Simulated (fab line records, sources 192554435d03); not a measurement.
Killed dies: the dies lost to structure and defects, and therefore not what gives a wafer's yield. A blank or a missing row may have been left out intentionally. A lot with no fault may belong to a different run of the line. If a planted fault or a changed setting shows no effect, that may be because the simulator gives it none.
Lot-split experiment    flow n5Finfet    7 lots, 21 wafers read, on a route of 1938 steps

== SPLIT DETAILS ==
At N5_FIN_CUT_EXPOSE_05 (exposes mask FIN CUT), the setting doseMj was moved away from the recipe's 45.75 on 7 of the 21 wafers read, by -7.3% to +5.0%. For the rest of the wafers, this setting stayed at what the recipe calls for.

== FROM THE SPLIT TO THE READING: what the file shows between them, 2 steps ==
- N5_FIN_CUT_PEB_06: peb time 60 s
- N5_FIN_CUT_DEVELOP_07: develop time 30 s

== THE READING ==
cdNm (nm) at N5_FIN_CUT_CD_MEAS_08, where the cd target is 29.1 nm. A value of 29.10 nm with a standard deviation of 0.21 nm is what fault-free wafers of this fab line usually give.

wafer   tool, chamber at the split  doseMj as run  against the recipe  cdNm, nm  against lot-mates on the recipe
L074.1  euvScanner-01, 0            45.75          recipe              29.39     -
L074.2  euvScanner-01, 0            45.75          recipe              29.23     -
L074.6  euvScanner-01, 0            45.75          recipe              29.19     -
L075.1  euvScanner-02, 0            45.75          recipe              28.95     -
L075.4  euvScanner-02, 0            48.06          +5.0%               30.26     +1.38
L075.5  euvScanner-02, 0            45.75          recipe              28.81     -
L076.2  euvScanner-02, 0            45.75          recipe              29.32     -
L076.3  euvScanner-02, 0            43.79          -4.3%               28.26     -0.90
L076.6  euvScanner-02, 0            45.75          recipe              29.01     -
L079.2  euvScanner-01, 0            45.75          recipe              29.01     -
L079.3  euvScanner-01, 0            45.75          recipe              29.11     -
L079.4  euvScanner-01, 0            47.03          +2.8%               29.86     +0.80
L080.3  euvScanner-01, 0            45.75          recipe              28.96     -
L080.5  euvScanner-01, 0            45.75          recipe              29.47     -
L080.6  euvScanner-01, 0            45.75          recipe              29.07     -
L092.1  euvScanner-01, 0            42.4           -7.3%               27.95     no lot-mate on the recipe
L092.4  euvScanner-01, 0            42.4           -7.3%               27.86     no lot-mate on the recipe
L092.5  euvScanner-01, 0            42.4           -7.3%               27.68     no lot-mate on the recipe
L096.2  euvScanner-02, 0            42.86          -6.3%               28.13     -1.06
L096.4  euvScanner-02, 0            45.75          recipe              29.26     -
L096.6  euvScanner-02, 0            45.75          recipe              29.12     -

THE FIT
A straight line over all 21 wafers: cdNm changes by +0.187 nm for each +1% of doseMj; r = +0.96; the points scatter about the line by 0.18 nm.
The same after taking each lot's own level away (the mean of its wafers on the recipe; 18 wafers): +0.217 nm for each +1%; r = +0.95; scatter 0.16 nm.
On that fit, the largest move of doseMj shifts the reading by 1.6 nm.
Measured against the standard deviation above, the lots' own levels, which go from 28.880 to 29.270 nm, span 1.9 times it.
So the lot-to-lot level changes the slope: the two fits differ.
Check: with one of the wafers moved furthest among these (-6.3%) left out of the fit, the line predicts -1.57 nm for it against its lot-mates. Against them it came out at -1.06 nm.

== THE WHOLE CHAIN: every reading that the file lists as answering this split, in the file's order ==
step                    what it does                                                              reading                                                              change (the file's fit)                r (the file's)
N5_FIN_CUT_CD_MEAS_08   target cd 29.1 nm                                                         cdNm                                                                 +0.217 nm for each +1% of the setting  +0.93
N5_FIN_CUT_ETCH_30      etches underlayer in N2/H2, target depth 13 nm, time 10.4 s               FIN_CUT.cdOffsetNm (the simulator's own value, which no gauge read)  +0.135 nm for each +1% of the setting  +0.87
N5_FIN_CUT_ETCH_20      etches SiARC in CF4, target depth 26 nm, time 43.3 s                      FIN_CUT.cdOffsetNm (the simulator's own value, which no gauge read)  +0.152 nm for each +1% of the setting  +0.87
N5_FIN_CUT_ETCH_21      etches SOC in N2/H2, target depth 219 nm, overetch 43.8 nm, time 523.5 s  FIN_CUT.cdOffsetNm (the simulator's own value, which no gauge read)  +0.326 nm for each +1% of the setting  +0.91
N5_FIN_CUT_CUT_ETCH_26  etches SiNx in CH3F/O2, target depth 39 nm, time 55.7 s                   FIN_CUT.cdOffsetNm (the simulator's own value, which no gauge read)  +0.348 nm for each +1% of the setting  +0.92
N5_FIN_CUT_CUT_ETCH_27  etches SiO2 in CHF3/O2, target depth 4 nm, overetch 2 nm, time 4.9 s      FIN_CUT.cdOffsetNm (the simulator's own value, which no gauge read)  +0.369 nm for each +1% of the setting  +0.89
N5_FIN_CUT_PRECLEAN_35  cleans in vHF, time 13.3 s                                                FIN_CUT.cdOffsetNm (the simulator's own value, which no gauge read)  +0.344 nm for each +1% of the setting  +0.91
N5_FIN_CUT_CUT_ETCH_15  etches Si in HBr/Cl2/O2, target depth 100 nm, bt time 10 s, time 42.4 s   FIN_CUT.cdOffsetNm (the simulator's own value, which no gauge read)  +0.356 nm for each +1% of the setting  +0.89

== THE FILE'S OWN FIT ==
cdNm changes by +0.217 nm for each +1% of doseMj, r = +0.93.
